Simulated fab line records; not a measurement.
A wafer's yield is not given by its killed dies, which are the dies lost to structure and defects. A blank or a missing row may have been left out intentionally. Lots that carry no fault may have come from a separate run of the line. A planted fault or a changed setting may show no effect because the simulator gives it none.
Struck lot and sound lot, side by side	flow nand_harc	40 out of 1302 route steps
Sound: these wafers, L249.1, L249.4, L249.6. The struck wafers were L265.1, L265.3, L265.6. The cause comes at the end.
Order at every step that has rows: each side's tool, ch and its chambers, its first start. Under that, the readings that differ: sound wafers	struck wafers	difference of the means	sigmas: that difference in standard deviations of wafers without a fault.
alike: same words and numbers on both sides, and readings whose means sit less than 2 such deviations apart. not compared: any withheld reading, any reading some wafer has no value for, any bound like >300 that may hide the same value, and any number with overlapping values for which the record gives no deviation.
Wherever a step has rows on one side only, a row that says differs or no value, or a row with sigmas, the two part there. Non-overlapping numbers with no deviation appear without sigmas and do not part them. A reading missing from all wafers of one side parts the sides only when that side holds two or more wafers.

first, 11 steps without rows for these wafers: NHARC_A_STAIRCASE_SOFTBAKE_161 (time 170 s); NHARC_A_STAIRCASE_EBR_162; NHARC_A_STAIRCASE_EXPOSE_163 (exposes mask STAIR OPEN); NHARC_A_STAIRCASE_PEB_164 (peb time 130 s); NHARC_A_STAIRCASE_DEVELOP_165 (time 140 s); NHARC_A_STAIRCASE_HARDBAKE_167 (time 140 s); NHARC_A_STAIRCASE_DESCUM_168 (chemistry O2, time 3 s); NHARC_A_STAIRCASE_ETCH_169 (etches the open film in CH3F/O2, target depth 50 nm, time 107.1 s); NHARC_A_STAIRCASE_ETCH_170 (etches the open film in C4F6/O2, target depth 200 nm, time 66.667 s); NHARC_A_STAIRCASE_STRIP_171 (strips in O2); NHARC_A_STAIRCASE_STRIP_172 (strips in SPM, time 900 s).
NHARC_A_STAIRCASE_PRECLEAN_173: cleans in SC1.
  sound on wet_bench-04 ch 3,5,6, day 15 21:26; struck on wet_bench-04 ch 0,3,7, day 22 22:44
  alike: temp_c
then, 13 steps without rows for these wafers: NHARC_A_STAIRCASE_SRD_174; NHARC_A_STAIRCASE_DEHYDRATE_01 (time 120 s); NHARC_A_STAIRCASE_HMDS_02 (time 30 s); NHARC_A_STAIRCASE_COAT_03; NHARC_A_STAIRCASE_SOFTBAKE_04 (time 170 s); NHARC_A_STAIRCASE_EBR_05; NHARC_A_STAIRCASE_EXPOSE_06 (exposes mask STAIR); NHARC_A_STAIRCASE_PEB_07 (peb time 130 s); NHARC_A_STAIRCASE_DEVELOP_08 (time 140 s); NHARC_A_STAIRCASE_HARDBAKE_10 (time 140 s); NHARC_A_STAIRCASE_DESCUM_11 (chemistry O2, time 3 s); NHARC_A_STAIRCASE_TRIM_12 (chemistry O2, time 211.2 s); NHARC_A_STAIRCASE_ETCH_13 (etches the open film in C4F8/O2, target depth 100 nm, time 40.5 s).
NHARC_A_STAIRCASE_TRIM_14: chemistry O2, time 211.2 s.
  sound: rie_diel-08 ch 0,1; struck: rie_diel-08 ch 0,1,2
  alike: drypump_motor_current_A, mfc_ar_sccm, oes_product_au, rf_vpp_V, showerhead_plenum_p_Torr, throttle_valve_pct
  not compared: rf_hours_counter_h
then, 3 steps without rows for these wafers: NHARC_A_STAIRCASE_ETCH_15 (etches the open film in C4F8/O2, target depth 100 nm, time 40.5 s); NHARC_A_STAIRCASE_TRIM_16 (chemistry O2, time 211.2 s); NHARC_A_STAIRCASE_ETCH_17 (etches the open film in C4F8/O2, target depth 100 nm, time 40.5 s).
NHARC_A_STAIRCASE_TRIM_18: chemistry O2, time 211.2 s.
  sound: rie_diel-08 ch 0,2; struck: rie_diel-08 ch 1,2,3
  alike: drypump_motor_current_A, mfc_ar_sccm, oes_product_au, rf_vpp_V, showerhead_plenum_p_Torr, throttle_valve_pct
  not compared: rf_hours_counter_h
NHARC_A_STAIRCASE_ETCH_19: etches the open film in C4F8/O2, target depth 100 nm, time 40.5 s.
  sound: rie_diel-08 ch 1,3; struck: rie_diel-08 ch 1,2,3
  alike: oes_product_au, rf_vpp_V
  not compared: rf_hours_counter_h
then, 4 steps without rows for these wafers: NHARC_A_STAIRCASE_TRIM_20 (chemistry O2, time 211.2 s); NHARC_A_STAIRCASE_ETCH_21 (etches the open film in C4F8/O2, target depth 100 nm, time 40.5 s); NHARC_A_STAIRCASE_TRIM_22 (chemistry O2, time 211.2 s); NHARC_A_STAIRCASE_ETCH_23 (etches the open film in C4F8/O2, target depth 100 nm, time 40.5 s).
NHARC_A_STAIRCASE_TRIM_24: chemistry O2, time 211.2 s.
  sound: rie_diel-08 ch 1,2,3; struck: rie_diel-08 ch 0,1
  alike: drypump_motor_current_A, mfc_ar_sccm, oes_product_au, rf_vpp_V, showerhead_plenum_p_Torr, throttle_valve_pct
  not compared: rf_hours_counter_h
NHARC_A_STAIRCASE_ETCH_25: etches the open film in C4F8/O2, target depth 100 nm, time 40.5 s.
  sound: rie_diel-08 ch 1,3; struck: rie_diel-08 ch 0,1
  alike: oes_product_au, rf_vpp_V
  not compared: rf_hours_counter_h
then, 2 steps without rows for these wafers: NHARC_A_STAIRCASE_TRIM_26 (chemistry O2, time 211.2 s); NHARC_A_STAIRCASE_ETCH_27 (etches the open film in C4F8/O2, target depth 100 nm, time 40.5 s).
-- jump in the record: it breaks off in module A_STAIRCASE and resumes in module END (first step shown: number 1302 of the route), and 10 days separate the struck wafers' starts before and after --
NHARC_END_SORT_01:
  only the struck wafers appear in the record here, on prober-02 ch 0 at day 32 22:15; the sound ones have no rows

WHERE THEY PART
Within this record, at NHARC_END_SORT_01 only.

WHY: what the simulator had put in
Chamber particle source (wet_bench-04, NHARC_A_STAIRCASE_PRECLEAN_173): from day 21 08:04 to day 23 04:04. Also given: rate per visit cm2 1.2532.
